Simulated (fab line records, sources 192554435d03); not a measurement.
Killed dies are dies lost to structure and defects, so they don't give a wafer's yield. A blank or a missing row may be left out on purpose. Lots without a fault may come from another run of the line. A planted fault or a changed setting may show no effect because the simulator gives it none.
Problem report in the 8D (eight disciplines) form, filled by code | flow n5_finfet | the parts of the form that need people (team, actions taken, sign-off) are left out

1. THE PROBLEM
cd_nm at N5_BEOL_M4_CD_MEAS_18 reads a mean of 19.8 nm on 1 wafer of 1 lot; wafers without a fault read 18.0 nm with a standard deviation of 0.44. That is +4.1 standard deviations from the usual mean.
The step: pitch 36 nm, target cd 18 nm.
First seen on wafer L140.4, day 10 16:57, on cd_sem-02. The record holds 24 wafers of 8 lots with a number at this step. Rule for "out", or "out of limits": more than 4 standard deviations from the usual mean. The other wafers with a number count as sound.

2. WHAT IT IS AND WHAT IT IS NOT
question                    | is                | is not
which readings at this step | cd_nm             | -
which lots                  | L140              | L131, L142, L143, L145, L148, L151, L152
which wafers of those lots  | L140.4            | L140.2, L140.6
read on which gauges        | cd_sem-02         | cd_sem-01, cd_sem-03
when                        | from day 10 16:57 | up to then (5 sound wafers); but 18 sound wafers of L142, L143, L145, L148, L151, L152 came after

3. SUSPECTS, AND WHAT RULES EACH OUT
Counting: a tool at a process step up to the reading stays a suspect if it ran every lot that is out. Sound lots after the first of them don't rule it out here, since some wafers of a struck lot are sound.
- the gauge at N5_BEOL_M4_CD_MEAS_18: kept. All the wafers that are out were read on cd_sem-02, and no step on other tools shows them out.
- rie_diel-06 at N5_BEOL_M4_ETCH_63 (etches SiARC in CF4, target depth 15.6 nm, time 26 s): kept. It ran the lot that is out, L140 (day 10 16:26).
- rie_diel-06 at N5_BEOL_M4_ETCH_64 (etches SOC in N2/H2, target depth 75 nm, overetch 22.5 nm, time 121.9 s): kept. It ran the lot that is out, L140 (day 10 16:28).
- Within rie_diel-06 at N5_BEOL_M4_ETCH_63: the wafers that are out ran in chamber 2; their sound lot-mates ran in chambers 0, 3.
- Within rie_diel-06 at N5_BEOL_M4_ETCH_64: the wafers that are out ran in chamber 2; their sound lot-mates ran in chambers 0, 3.
Left after counting: rie_diel-06 at N5_BEOL_M4_ETCH_63, rie_diel-06 at N5_BEOL_M4_ETCH_64, cd_sem-02 at N5_BEOL_M4_CD_MEAS_18.

4. THE CAUSE (what the simulator had put in)
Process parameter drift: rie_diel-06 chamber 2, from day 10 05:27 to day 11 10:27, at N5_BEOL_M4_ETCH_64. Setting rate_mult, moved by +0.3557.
Counting left 3 suspects, and this tool is among them.

5. THE CHAIN OF EFFECTS, in route order
Each row: a reading whose mean over the struck wafers that have a number lies more than 3 standard deviations from the usual. Only readings for which the record gives a usual standard deviation are gone through. hours: the time from each lot's start at the first step in this table that gives one to its start at this step, as a median over the lots. sigmas: the change in usual standard deviations.
hours | step                  | reading | usual   | on struck wafers | change | sigmas
0     | N5_BEOL_M4_CD_MEAS_18 | cd_nm   | 18.0 nm | 19.8             | +1.8   | +4.1
13    | N5_BEOL_M4_CD_MEAS_35 | cd_nm   | 18.0 nm | 19.3             | +1.3   | +3.0
Later measuring or inspecting steps at which every struck wafer that the step has a row for has a number for every such reading, and none has moved that far: N5_BEOL_M4_OVL_MEAS_29, N5_BEOL_M4_RC_MEAS_101.

6. WHAT WOULD HAVE CAUGHT IT SOONER
In this record the first reading out of limits at a measuring or inspecting step was taken at day 10 16:57, 12 hours after the fault began at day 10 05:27.
Of the tool readings at N5_BEOL_M4_ETCH_64 for which the record gives a usual standard deviation, none was out on any struck wafer, so an alarm limit of 4 standard deviations on them would not have fired.
All the lots that are out (1) had begun N5_BEOL_M4_ETCH_64 on rie_diel-06 by day 10 16:57. A hold on the tool at that time would have spared none of them.
